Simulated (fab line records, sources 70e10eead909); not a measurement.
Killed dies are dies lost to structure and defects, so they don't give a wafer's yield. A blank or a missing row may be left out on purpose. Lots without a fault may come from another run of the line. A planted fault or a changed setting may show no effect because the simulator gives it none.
Which tool did it? | flow nand_harc | 13 lots, 39 wafers sampled, at 5 steps of a route of 1302

WHAT THE GAUGES READ, wafer by wafer
NHARC_P_CONTACT_INSPECT_14. Usual: raw_defect_count 4.0, standard deviation 2.3.
lot  | measured     | on                | raw_defect_count | flag
L391 | day 6 21:34  | defect_inspect-01 | 4 7 4            |
L390 | day 6 22:07  | defect_inspect-01 | 4 3 2            |
L392 | day 7 07:49  | defect_inspect-02 | 7 6 4            |
L395 | day 8 09:14  | defect_inspect-01 | 0 8 8            |
L396 | day 8 19:23  | defect_inspect-02 | 6 4 4            |
L397 | day 9 02:03  | defect_inspect-01 | 6 3 1            |
L398 | day 9 19:29  | defect_inspect-01 | 7 8 13           |
L399 | day 9 22:52  | defect_inspect-02 | 6 4 5            |
L401 | day 10 22:05 | defect_inspect-02 | 2 2 8            |
L403 | day 11 21:27 | defect_inspect-01 | 5 6 6            |
L410 | day 14 13:41 | defect_inspect-02 | 1 3 4            |
L411 | day 15 02:35 | defect_inspect-02 | 4 3 3            |
L412 | day 15 09:28 | defect_inspect-02 | 2 2 4            |

NHARC_P_CONTACT_CD_MEAS_19. Usual: cd_nm 88.5 nm, standard deviation 1.6.
lot  | measured     | on        | cd_nm (nm)     | flag
L391 | day 6 22:29  | cd_sem-03 | 90.8 91.0 88.4 |
L390 | day 6 23:03  | cd_sem-01 | 87.2 84.8 86.1 |
L392 | day 7 08:45  | cd_sem-01 | 86.8 84.3 88.1 |
L395 | day 8 10:10  | cd_sem-03 | 86.8 85.4 88.9 |
L396 | day 8 20:19  | cd_sem-02 | 88.2 88.6 87.9 |
L397 | day 9 02:59  | cd_sem-01 | 89.3 90.3 88.0 |
L398 | day 9 20:34  | cd_sem-03 | 86.7 87.9 88.8 |
L399 | day 9 23:48  | cd_sem-03 | 90.6 91.1 92.3 |
L401 | day 10 23:01 | cd_sem-02 | 88.2 90.7 86.3 |
L403 | day 11 22:23 | cd_sem-02 | 90.6 92.0 90.1 |
L410 | day 14 14:37 | cd_sem-03 | 88.3 88.9 88.4 |
L411 | day 15 03:40 | cd_sem-01 | 89.3 88.0 87.7 |
L412 | day 15 10:23 | cd_sem-02 | 91.2 87.6 87.8 |

NHARC_END_SORT_01. Usual: killed_at_array 55, standard deviation 23; killed_at_other 1.0, standard deviation 1.2; killed_at_periphery 3.2, standard deviation 2.7; killed_dies 59, standard deviation 23; killed_open 3.1, standard deviation 1.6; killed_short 2.2, standard deviation 1.5.
lot  | measured     | on        | killed_at_array | killed_at_other | killed_at_periphery | killed_dies | killed_open | killed_short | flag
L395 | day 26 06:03 | prober-01 | 83 93 58        | 1 2 2           | 6 7 7               | 90 102 67   | 2 2 4       | 5 9 3        |
L397 | day 28 02:21 | prober-01 | 34 30 22        | 1 0 1           | 6 1 1               | 41 31 24    | 4 2 2       | 0 0 2        |
L398 | day 28 09:23 | prober-01 | 31 45 32        | 2 2 0           | 2 9 7               | 35 56 39    | 0 4 1       | 0 1 0        |
L399 | day 28 01:38 | prober-02 | 89 73 69        | 4 4 4           | 4 2 2               | 97 79 75    | 6 2 1       | 3 2 5        |
L401 | day 29 03:43 | prober-01 | 69 72 71        | 1 1 2           | 607 604 604         | 677 677 677 | 3 3 4       | 0 3 3        | OFF
L403 | day 30 03:25 | prober-02 | 47 66 43        | 0 0 0           | 1 611 634           | 48 677 677  | 3 5 3       | 2 5 3        | OFF
L411 | day 33 14:23 | prober-02 | 41 47 55        | 1 4 2           | 1 3 1               | 43 54 58    | 2 4 1       | 2 2 4        |
L412 | day 33 10:23 | prober-01 | 39 41 46        | 0 0 0           | 0 1 4               | 39 42 50    | 4 5 5       | 3 4 2        |

WHICH TOOL RAN EACH LOT (tool, then ch and the chambers of the sampled wafers, then the start)
lot  | NHARC_P_CONTACT_ETCH_31                       | NHARC_P_CONTACT_ALD_22
L391 | rie_diel-07 ch 0,2,3, day 6 22:29 or earlier  | ald_metal-03 ch 0,2, day 6 23:28
L390 | rie_diel-13 ch 0,1,2, day 6 23:03 or earlier  | ald_metal-02 ch 0,2, day 7 00:00
L392 | rie_diel-13 ch 0,1, day 7 08:45 or earlier    | ald_metal-01 ch 0,3, day 7 09:43
L395 | rie_diel-01 ch 0,1,2, day 8 10:10 or earlier  | ald_metal-03 ch 0,1,3, day 8 11:12
L396 | rie_diel-01 ch 0,2, day 8 20:19 or earlier    | ald_metal-02 ch 0,2,3, day 8 21:19
L397 | rie_diel-01 ch 2,3, day 9 02:59 or earlier    | ald_metal-01 ch 1,3, day 9 03:56
L398 | rie_diel-13 ch 0,1,3, day 9 20:34 or earlier  | ald_metal-01 ch 1,2, day 9 21:34
L399 | rie_diel-07 ch 1,2, day 9 23:48 or earlier    | ald_metal-01 ch 0,1,2, day 10 00:46
L401 | rie_diel-01 ch 0,1,3, day 10 23:01 or earlier | ald_metal-01 ch 1,2, day 10 23:58
L403 | rie_diel-07 ch 1,2, day 11 22:23 or earlier   | ald_metal-01 ch 1,2,3, day 11 23:22
L410 | rie_diel-07 ch 0,2,3, day 14 14:37 or earlier | ald_metal-03 ch 0,2, day 14 15:41
L411 | rie_diel-01 ch 0,1,2, day 15 03:40 or earlier | ald_metal-02 ch 0,3, day 15 04:39
L412 | rie_diel-01 ch 0,2,3, day 15 10:23 or earlier | ald_metal-01 ch 0,1,2, day 15 11:20
- NHARC_P_CONTACT_ETCH_31: etches the open film in CH3F/O2, target depth 30 nm, time 85.7 s.
- NHARC_P_CONTACT_ALD_22: deposits TiN, target thk 3 nm, pulse time 1 s, ald cycles 150.

WHAT THE TOOLS THEMSELVES READ (means of the sampled wafers that have a number; where no wafer has one, the mark that the record gives instead)
NHARC_P_CONTACT_ETCH_31. Usual: drypump_motor_current_A 5.7 A, standard deviation 0.47; o2_flow_sccm 30.01 sccm, standard deviation 0.091; oes_product_au 0.977 a.u., standard deviation 0.014; rf_vpp_V 244.7 V, standard deviation 1.7; showerhead_plenum_p_Torr 2.48 Torr, standard deviation 0.1; throttle_valve_pct 20.662 %, standard deviation 0.0088.
lot  | tool        | drypump_motor_current_A (A) | o2_flow_sccm (sccm) | oes_product_au (a.u.) | rf_vpp_V (V) | showerhead_plenum_p_Torr (Torr) | throttle_valve_pct (%) | flag
L391 | rie_diel-07 | 6.1                         | 29.97               | 0.977                 | 242.7        | 2.37                            | 20.649                 |
L390 | rie_diel-13 | 5.3                         | 30.00               | 0.991                 | 245.9        | 2.54                            | 20.656                 |
L392 | rie_diel-13 | 5.3                         | 30.07               | 0.967                 | 245.0        | 2.50                            | 20.662                 |
L395 | rie_diel-01 | 5.5                         | 30.08               | 0.988                 | 244.8        | 2.50                            | 20.664                 |
L396 | rie_diel-01 | 5.4                         | 29.90               | 0.958                 | 244.2        | 2.48                            | 20.667                 |
L397 | rie_diel-01 | 5.7                         | 30.09               | 0.974                 | 242.5        | 2.39                            | 20.663                 |
L398 | rie_diel-13 | 5.6                         | 29.98               | 0.979                 | 245.2        | 2.54                            | 20.663                 |
L399 | rie_diel-07 | 6.1                         | 29.99               | 0.992                 | 246.2        | 2.58                            | 20.667                 |
L401 | rie_diel-01 | 5.7                         | 30.04               | 0.956                 | 244.1        | 2.48                            | 20.668                 |
L403 | rie_diel-07 | 6.2                         | 29.96               | 0.979                 | 245.0        | 2.51                            | 20.663                 |
L410 | rie_diel-07 | 6.1                         | 30.04               | 0.992                 | 243.2        | 2.37                            | 20.673                 |
L411 | rie_diel-01 | 5.5                         | 30.05               | 0.971                 | 244.8        | 2.49                            | 20.665                 |
L412 | rie_diel-01 | 5.6                         | 29.94               | 0.966                 | 244.4        | 2.45                            | 20.655                 |

NHARC_P_CONTACT_ALD_22. Usual: heater_power_w 1060 W, standard deviation 110; precursor_pulse_height_rel 1.001, standard deviation 0.018.
lot  | tool         | heater_power_w (W) | precursor_pulse_height_rel | flag
L391 | ald_metal-03 | 1126               | 1.002                      |
L390 | ald_metal-02 | 928                | 1.008                      |
L392 | ald_metal-01 | 1096               | 0.990                      |
L395 | ald_metal-03 | 1133               | 1.002                      |
L396 | ald_metal-02 | 1020               | 1.006                      |
L397 | ald_metal-01 | 998                | 1.000                      |
L398 | ald_metal-01 | 1025               | 0.999                      |
L399 | ald_metal-01 | 1024               | 0.986                      |
L401 | ald_metal-01 | 993                | 1.000                      |
L403 | ald_metal-01 | 1035               | 0.995                      |
L410 | ald_metal-03 | 1109               | 1.007                      |
L411 | ald_metal-02 | 986                | 1.001                      |
L412 | ald_metal-01 | 1032               | 1.015                      |

THE ANSWER, worked out from the rows above alone
Rule: a lot is off if the mean of its wafers that have a number lies more than 3 standard deviations from the usual mean. A lot without any number at a reading at which 4 lots or more have one is off too. The other lots that the step has rows for count as sound. The gauges are gone through in route order, then the tools' own readings, and for those a lot's mean is taken as printed above. The first step at which some lot is off is used, and at that step the reading that is off furthest; a lot without a number counts as furthest.
Off: L401, L403, at NHARC_END_SORT_01 (killed_at_periphery). Neither off nor sound, because the step has no rows for them: L391, L390, L392, L396, L410.
A tool fits if, at a process step before that reading, it ran every lot that is off, and no sound lot after the first of them. The gauges at NHARC_END_SORT_01 are tried like those tools. NHARC_P_CONTACT_ETCH_31 gives no start for some lots, so the hours and the order of its lots are those of NHARC_P_CONTACT_CD_MEAS_19. None of those tried fits.

WHAT THE SIMULATOR HAD PUT IN
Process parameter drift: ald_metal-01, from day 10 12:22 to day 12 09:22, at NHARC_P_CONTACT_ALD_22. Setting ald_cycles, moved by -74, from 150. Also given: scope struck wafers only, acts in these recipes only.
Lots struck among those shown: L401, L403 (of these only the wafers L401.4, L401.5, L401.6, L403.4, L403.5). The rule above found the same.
